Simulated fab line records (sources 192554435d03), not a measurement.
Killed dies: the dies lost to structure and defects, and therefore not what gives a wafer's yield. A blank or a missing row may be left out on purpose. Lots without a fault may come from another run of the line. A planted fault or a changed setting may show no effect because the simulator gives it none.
What tool caused it? | flow n5-finfet | 24 lots, 72 wafers sampled, at 5 steps of a route of 1938

## WHAT THE GAUGES SHOWED, per wafer
N5_BEOL_M10_CD_MEAS_11: the cd target is 64.1 nm.
lot  | measured     | on        | cd-nm (nm)
L074 | day 10 05:16 | cd-sem-01 | 63.9 64.3 64.3
L075 | day 10 20:38 | cd-sem-02 | 63.4 62.9 62.8
L076 | day 11 20:55 | cd-sem-01 | 63.7 63.2 63.3
L077 | day 12 02:28 | cd-sem-03 | 63.8 64.5 63.9
L079 | day 12 02:31 | cd-sem-02 | 64.4 63.3 64.3
L078 | day 12 13:26 | cd-sem-01 | 63.9 63.3 64.4
L081 | day 13 02:05 | cd-sem-03 | 64.2 63.2 63.8
L082 | day 13 02:23 | cd-sem-03 | 62.6 62.8 62.4
L080 | day 13 09:44 | cd-sem-01 | 63.8 63.4 63.5
L084 | day 13 09:58 | cd-sem-02 | 62.9 62.7 62.4
L087 | day 13 13:10 | cd-sem-02 | 64.0 64.3 63.8
L083 | day 13 16:56 | cd-sem-03 | 64.3 64.5 64.9
L085 | day 13 17:06 | cd-sem-02 | 63.4 64.1 64.4
L086 | day 14 12:11 | cd-sem-01 | 64.1 63.7 63.7
L088 | day 14 18:04 | cd-sem-01 | 65.0 64.6 64.2
L091 | day 15 00:46 | cd-sem-01 | 64.8 64.1 64.0
L089 | day 15 01:40 | cd-sem-03 | 63.7 64.7 64.2
L092 | day 16 00:46 | cd-sem-03 | 63.8 64.1 64.2
L094 | day 16 05:19 | cd-sem-03 | 62.5 63.0 64.0
L093 | day 16 10:48 | cd-sem-03 | 64.1 63.7 63.7
L090 | day 16 11:23 | cd-sem-02 | 62.2 62.6 62.7
L095 | day 16 11:32 | cd-sem-01 | 63.4 64.4 63.8
L096 | day 16 21:26 | cd-sem-01 | 63.4 62.9 62.6
L097 | day 17 05:37 | cd-sem-01 | 64.1 64.1 63.6

## TOOL THAT RAN EACH LOT (tool first, then ch and the chambers of the sampled wafers, then the start)
lot  | N5_BEOL_M9_SPUTTER_48        | N5_BEOL_M9_CMP_52             | N5_BEOL_M9_DEP_56               | N5_BEOL_M10_HM_DEP_02
L074 | pvd-sputter-01, day 10 02:52 | cmp-02 ch 1,2, day 10 03:34   | pecvd-03 ch 0,2, day 10 03:53   | pvd-sputter-02, day 10 04:54
L075 | pvd-sputter-02, day 10 17:13 | cmp-04 ch 0,2,3, day 10 17:58 | pecvd-04 ch 0,2, day 10 18:14   | pvd-sputter-02, day 10 20:16
L076 | pvd-sputter-03, day 11 15:34 | cmp-03 ch 0,2,3, day 11 16:16 | pecvd-02 ch 0,2, day 11 16:37   | pvd-sputter-01, day 11 20:26
L077 | pvd-sputter-02, day 11 21:28 | cmp-03 ch 0,1,3, day 11 22:07 | pecvd-04 ch 0,1, day 11 22:21   | pvd-sputter-03, day 12 01:58
L079 | pvd-sputter-02, day 11 21:35 | cmp-04 ch 2,3, day 11 22:09   | pecvd-02 ch 0,1,2, day 11 22:29 | pvd-sputter-03, day 12 02:04
L078 | pvd-sputter-03, day 12 09:47 | cmp-03 ch 0,1,2, day 12 11:31 | pecvd-04 ch 0,1,2, day 12 11:48 | pvd-sputter-02, day 12 13:04
L081 | pvd-sputter-02, day 12 20:25 | cmp-04 ch 0,1, day 12 20:59   | pecvd-03 ch 0,1,2, day 12 21:18 | pvd-sputter-03, day 13 01:43
L082 | pvd-sputter-02, day 12 20:40 | cmp-04 ch 0,1,3, day 12 21:22 | pecvd-03 ch 0,1, day 12 21:44   | pvd-sputter-03, day 13 02:01
L080 | pvd-sputter-02, day 13 04:11 | cmp-02 ch 0,2, day 13 04:52   | pecvd-04 ch 0,1,2, day 13 05:11 | pvd-sputter-03, day 13 09:21
L084 | pvd-sputter-02, day 13 04:16 | cmp-03 ch 0,1,2, day 13 05:10 | pecvd-03 ch 0,1,2, day 13 05:28 | pvd-sputter-03, day 13 09:27
L087 | pvd-sputter-02, day 13 10:31 | cmp-03 ch 2,3, day 13 11:29   | pecvd-02 ch 0,1,2, day 13 11:52 | pvd-sputter-03, day 13 12:47
L083 | pvd-sputter-03, day 13 11:41 | cmp-04 ch 0,1,2, day 13 12:15 | pecvd-03 ch 0,2, day 13 12:36   | pvd-sputter-02, day 13 16:26
L085 | pvd-sputter-03, day 13 13:14 | cmp-04 ch 0,1,2, day 13 14:01 | pecvd-04 ch 0,2, day 13 14:17   | pvd-sputter-02, day 13 16:32
L086 | pvd-sputter-03, day 14 09:23 | cmp-02 ch 1,2,3, day 14 10:02 | pecvd-04 ch 0,1, day 14 10:19   | pvd-sputter-02, day 14 11:41
L088 | pvd-sputter-02, day 14 13:15 | cmp-03 ch 0,2,3, day 14 13:47 | pecvd-03 ch 0,1,2, day 14 14:09 | pvd-sputter-01, day 14 17:34
L091 | pvd-sputter-03, day 14 21:14 | cmp-02 ch 0,3, day 14 22:35   | pecvd-03 ch 0,1,2, day 14 22:56 | pvd-sputter-03, day 15 00:16
L089 | pvd-sputter-03, day 14 21:19 | cmp-02 ch 0,1, day 14 23:01   | pecvd-03 ch 0,1,2, day 14 23:20 | pvd-sputter-01, day 15 01:10
L092 | pvd-sputter-03, day 15 22:16 | cmp-04 ch 1,2,3, day 15 22:49 | pecvd-04 ch 0,1,2, day 15 23:10 | pvd-sputter-01, day 16 00:17
L094 | pvd-sputter-01, day 16 02:18 | cmp-04 ch 0,1,2, day 16 03:17 | pecvd-04 ch 1,2, day 16 03:38   | pvd-sputter-01, day 16 04:49
L093 | pvd-sputter-01, day 16 07:43 | cmp-04 ch 0,1,3, day 16 08:14 | pecvd-04 ch 0,1,2, day 16 08:35 | pvd-sputter-01, day 16 10:18
L090 | pvd-sputter-03, day 16 08:43 | cmp-04 ch 2,3, day 16 09:21   | pecvd-03 ch 0,1, day 16 09:40   | pvd-sputter-03, day 16 10:53
L095 | pvd-sputter-03, day 16 09:22 | cmp-04 ch 0,3, day 16 09:53   | pecvd-04 ch 1,2, day 16 10:14   | pvd-sputter-02, day 16 11:10
L096 | pvd-sputter-02, day 16 17:49 | cmp-04 ch 0,2,3, day 16 18:20 | pecvd-04 ch 0,1, day 16 18:41   | pvd-sputter-01, day 16 20:57
L097 | pvd-sputter-03, day 17 01:45 | cmp-03 ch 0,3, day 17 02:19   | pecvd-03 ch 0,1, day 17 02:38   | pvd-sputter-01, day 17 05:07
- N5_BEOL_M9_SPUTTER_48: material Cu, target thk 12 nm, time 2 s.
- N5_BEOL_M9_CMP_52: polishes, stops on SiCOH lowk, t overpolish 7 s, target thk 140 nm.
- N5_BEOL_M9_DEP_56: deposits SiCN from 3MS/NH3, target thk 15 nm, time 26.5 s.
- N5_BEOL_M10_HM_DEP_02: deposits TiN, target thk 20 nm.

## WHAT THE TOOLS THEMSELVES READ (means of the sampled wafers that have a number; where no wafer has one, the mark that the record gives instead)
N5_BEOL_M9_SPUTTER_48.
lot  | tool           | substrate-temp-c (C) | throttle-valve-pct (%)
L074 | pvd-sputter-01 | -20.07               | 30.8
L075 | pvd-sputter-02 | -20.04               | 30.2
L076 | pvd-sputter-03 | -19.88               | 30.6
L077 | pvd-sputter-02 | -20.09               | 29.7
L079 | pvd-sputter-02 | -20.03               | 30.5
L078 | pvd-sputter-03 | -19.90               | 28.7
L081 | pvd-sputter-02 | -20.08               | 29.9
L082 | pvd-sputter-02 | -19.89               | 30.3
L080 | pvd-sputter-02 | -19.93               | 29.7
L084 | pvd-sputter-02 | -20.03               | 29.3
L087 | pvd-sputter-02 | -20.05               | 30.4
L083 | pvd-sputter-03 | -19.97               | 28.7
L085 | pvd-sputter-03 | -19.92               | 29.6
L086 | pvd-sputter-03 | -20.00               | 29.9
L088 | pvd-sputter-02 | -20.06               | 30.2
L091 | pvd-sputter-03 | -19.97               | 29.4
L089 | pvd-sputter-03 | -19.99               | 30.7
L092 | pvd-sputter-03 | -19.93               | 29.7
L094 | pvd-sputter-01 | -20.00               | 31.1
L093 | pvd-sputter-01 | -20.07               | 31.2
L090 | pvd-sputter-03 | -19.96               | 29.4
L095 | pvd-sputter-03 | -19.99               | 29.5
L096 | pvd-sputter-02 | -20.10               | 30.2
L097 | pvd-sputter-03 | -20.00               | 29.7

N5_BEOL_M9_CMP_52.
lot  | tool   | barrier-field-endpoint-s (s) | motor-current-A (A) | overpolish-run-s (s) | time-to-endpoint-s (s)
L074 | cmp-02 | 29.2                         | 6.1                 | 7.005                | 64.5
L075 | cmp-04 | 28.4                         | 5.3                 | 7.002                | 61.8
L076 | cmp-03 | 29.1                         | 6.0                 | 7.004                | 67.0
L077 | cmp-03 | 29.8                         | 6.3                 | 6.999                | 71.9
L079 | cmp-04 | 28.6                         | 5.0                 | 7.010                | 62.0
L078 | cmp-03 | 28.4                         | 5.9                 | 7.002                | 64.9
L081 | cmp-04 | 29.4                         | 5.3                 | 6.997                | 67.2
L082 | cmp-04 | 29.2                         | 5.3                 | 6.991                | 65.1
L080 | cmp-02 | 28.5                         | 6.6                 | 7.000                | 68.3
L084 | cmp-03 | 28.3                         | 6.0                 | 7.002                | 64.9
L087 | cmp-03 | 29.0                         | 6.3                 | 7.005                | 67.0
L083 | cmp-04 | 29.1                         | 5.6                 | 6.996                | 66.3
L085 | cmp-04 | 29.0                         | 5.6                 | 7.011                | 67.8
L086 | cmp-02 | 28.9                         | 6.7                 | 7.002                | 66.9
L088 | cmp-03 | 27.6                         | 6.1                 | 6.996                | 61.4
L091 | cmp-02 | 28.8                         | 7.3                 | 7.003                | 65.1
L089 | cmp-02 | 28.8                         | 6.4                 | 6.994                | 63.3
L092 | cmp-04 | 27.4                         | 5.2                 | 7.001                | 61.2
L094 | cmp-04 | 28.2                         | 5.4                 | 7.004                | 60.6
L093 | cmp-04 | 28.9                         | 5.2                 | 6.995                | 65.0
L090 | cmp-04 | 28.3                         | 5.3                 | 7.000                | 62.7
L095 | cmp-04 | 28.6                         | 5.0                 | 7.007                | 64.1
L096 | cmp-04 | 27.9                         | 5.1                 | 6.989                | 63.5
L097 | cmp-03 | 29.0                         | 6.2                 | 6.997                | 66.2

N5_BEOL_M9_DEP_56.
lot  | tool     | rf-fwd-power-W (W) | showerhead-plenum-p-Torr (Torr) | throttle-valve-pct (%)
L074 | pecvd-03 | 200.3              | 3.676                           | 8.6
L075 | pecvd-04 | 200.3              | 3.656                           | 9.2
L076 | pecvd-02 | 200.7              | 3.678                           | 8.9
L077 | pecvd-04 | 200.3              | 3.655                           | 9.1
L079 | pecvd-02 | 200.5              | 3.673                           | 9.0
L078 | pecvd-04 | 200.6              | 3.657                           | 9.2
L081 | pecvd-03 | 200.3              | 3.679                           | 9.1
L082 | pecvd-03 | 200.6              | 3.659                           | 9.5
L080 | pecvd-04 | 200.5              | 3.661                           | 9.1
L084 | pecvd-03 | 200.4              | 3.667                           | 9.2
L087 | pecvd-02 | 200.1              | 3.677                           | 9.0
L083 | pecvd-03 | 201.1              | 3.672                           | 8.6
L085 | pecvd-04 | 200.3              | 3.658                           | 9.2
L086 | pecvd-04 | 200.4              | 3.659                           | 9.3
L088 | pecvd-03 | 200.7              | 3.671                           | 9.2
L091 | pecvd-03 | 199.5              | 3.664                           | 9.1
L089 | pecvd-03 | 199.8              | 3.664                           | 9.2
L092 | pecvd-04 | 200.0              | 3.659                           | 9.3
L094 | pecvd-04 | 199.2              | 3.658                           | 9.1
L093 | pecvd-04 | 200.2              | 3.663                           | 9.1
L090 | pecvd-03 | 200.0              | 3.671                           | 9.7
L095 | pecvd-04 | 200.6              | 3.656                           | 9.3
L096 | pecvd-04 | 199.6              | 3.659                           | 9.3
L097 | pecvd-03 | 199.9              | 3.677                           | 9.8

N5_BEOL_M10_HM_DEP_02.
lot  | tool           | substrate-temp-c (C) | throttle-valve-pct (%)
L074 | pvd-sputter-02 | 25.04                | 30.0
L075 | pvd-sputter-02 | 25.11                | 30.2
L076 | pvd-sputter-01 | 24.93                | 30.8
L077 | pvd-sputter-03 | 25.07                | 29.7
L079 | pvd-sputter-03 | 24.93                | 29.9
L078 | pvd-sputter-02 | 25.01                | 30.2
L081 | pvd-sputter-03 | 24.97                | 30.0
L082 | pvd-sputter-03 | 24.96                | 29.9
L080 | pvd-sputter-03 | 24.98                | 31.0
L084 | pvd-sputter-03 | 25.04                | 29.5
L087 | pvd-sputter-03 | 24.95                | 29.4
L083 | pvd-sputter-02 | 24.96                | 30.2
L085 | pvd-sputter-02 | 24.94                | 29.9
L086 | pvd-sputter-02 | 25.06                | 30.1
L088 | pvd-sputter-01 | 25.01                | 30.9
L091 | pvd-sputter-03 | 24.99                | 30.6
L089 | pvd-sputter-01 | 24.87                | 31.1
L092 | pvd-sputter-01 | 25.10                | 30.9
L094 | pvd-sputter-01 | 25.09                | 31.3
L093 | pvd-sputter-01 | 24.97                | 31.4
L090 | pvd-sputter-03 | 25.05                | 29.3
L095 | pvd-sputter-02 | 25.14                | 29.7
L096 | pvd-sputter-01 | 24.95                | 31.3
L097 | pvd-sputter-01 | 25.05                | 30.7

## THE ANSWER, worked out from the rows above alone
Rule: what is usual is taken from the lots themselves. The widest of any qualifying gaps counts: lots, ordered by their means at a reading, are off when they make up no more than a third of the lots, leave a main group of 4 or more, and stand apart from it by 3 or more times the standard deviation of that group's means. Not used: any main group whose means are identical at the precision the tables above print for the reading. Also off: a lot with no number at a reading for which 4 or more lots have one. Where the step has rows for the other lots, those lots are counted as sound. Order of review: gauges by route order, followed by the tools' own readings, for which a lot's mean as printed above is used. At the first step where some lot is off, the reading lying furthest off is the one used; lots without a number count as furthest.
None of the lots is off at any reading shown; this tells nothing.

## WHAT WAS PUT IN BY THE SIMULATOR
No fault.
